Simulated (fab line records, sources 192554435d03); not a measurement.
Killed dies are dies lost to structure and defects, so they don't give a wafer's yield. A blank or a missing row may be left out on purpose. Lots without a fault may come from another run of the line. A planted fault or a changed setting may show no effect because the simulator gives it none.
Problem report in the 8D (eight disciplines) form, filled by code | flow n5_finfet | the parts of the form that need people (team, actions taken, sign-off) are left out

1. THE PROBLEM
killed_at_M0_to_M3 at N5_PASSIVATION_PROBE_49 reads a mean of 121 on 6 wafers of 2 lots; wafers without a fault read 35 with a standard deviation of 10. That is +8.6 standard deviations from the usual mean.
First seen on wafer L805.3, day 18 10:40, on prober-01. The record holds 9 wafers of 3 lots with a number at this step. Rule for "out", or "out of limits": more than 4 standard deviations from the usual mean. The other wafers with a number count as sound.

2. WHAT IT IS AND WHAT IT IS NOT
question                    | is                     | is not
which readings at this step | killed_at_M0_to_M3     | killed_at_M4_up, killed_at_contacts, killed_at_front_end, killed_at_other, killed_open, sort_bin_4_leakage, sort_bin_8_speed
which lots                  | L805, L806             | L798
which wafers of those lots  | all that have a number | -
read on which tools         | prober-01, prober-02   | -
when                        | from day 18 10:40      | up to then (3 sound wafers)

3. SUSPECTS, AND WHAT RULES EACH OUT
Counting: a tool at a process step up to the reading stays a suspect if it ran every lot that is out and no sound lot after the first of them.
- rie_diel-05 at N5_BEOL_M0_CUTY_ETCH_62 (etches SiARC in CF4, time 58.5 s): kept. It ran every lot that is out, first L805 (day 10 10:10), and no sound lot after that; its last sound lot up to then is L798 (day 9 00:51).
Left after counting: rie_diel-05 at N5_BEOL_M0_CUTY_ETCH_62.

4. THE CAUSE (what the simulator had put in)
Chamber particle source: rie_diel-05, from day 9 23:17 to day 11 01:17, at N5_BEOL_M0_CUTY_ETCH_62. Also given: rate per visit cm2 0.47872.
Counting left only this tool.

5. THE CHAIN OF EFFECTS, in route order
Each row: a reading whose mean over the struck wafers that have a number lies more than 3 standard deviations from the usual. Only readings for which the record gives a usual standard deviation are gone through. hours: the time from each lot's start at the first step in this table that gives one to its start at this step, as a median over the lots. sigmas: the change in usual standard deviations.
hours | step                    | reading              | usual  | on struck wafers | change | sigmas
0     | N5_PASSIVATION_PROBE_49 | defect_limited_yield | 91.6 % | 85.7             | -5.9   | -4.2
0     | N5_PASSIVATION_PROBE_49 | killed_at_M0_to_M3   | 35     | 121              | +86    | +8.6
0     | N5_PASSIVATION_PROBE_49 | killed_dies          | 100    | 168              | +68    | +4.0
0     | N5_PASSIVATION_PROBE_49 | sort_bin_5_function  | 5.0 %  | 8.7              | +3.7   | +3.9
0     | N5_PASSIVATION_PROBE_49 | sort_n_pass          | 1080   | 1012             | -68    | -4.0
0     | N5_PASSIVATION_PROBE_49 | sort_yield_pct       | 91.6 % | 85.7             | -5.9   | -4.2
The process steps in it:
- N5_PASSIVATION_PROBE_49

6. WHAT WOULD HAVE CAUGHT IT SOONER
In this record the first reading out of limits was taken at day 18 10:40, 203 hours after the fault began at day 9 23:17.
Of the tool readings at N5_BEOL_M0_CUTY_ETCH_62 for which the record gives a usual standard deviation, none was out on any struck wafer, so an alarm limit of 4 standard deviations on them would not have fired.
All the lots that are out (2) had begun N5_BEOL_M0_CUTY_ETCH_62 on rie_diel-05 by day 18 10:40. A hold on the tool at that time would have spared none of them.
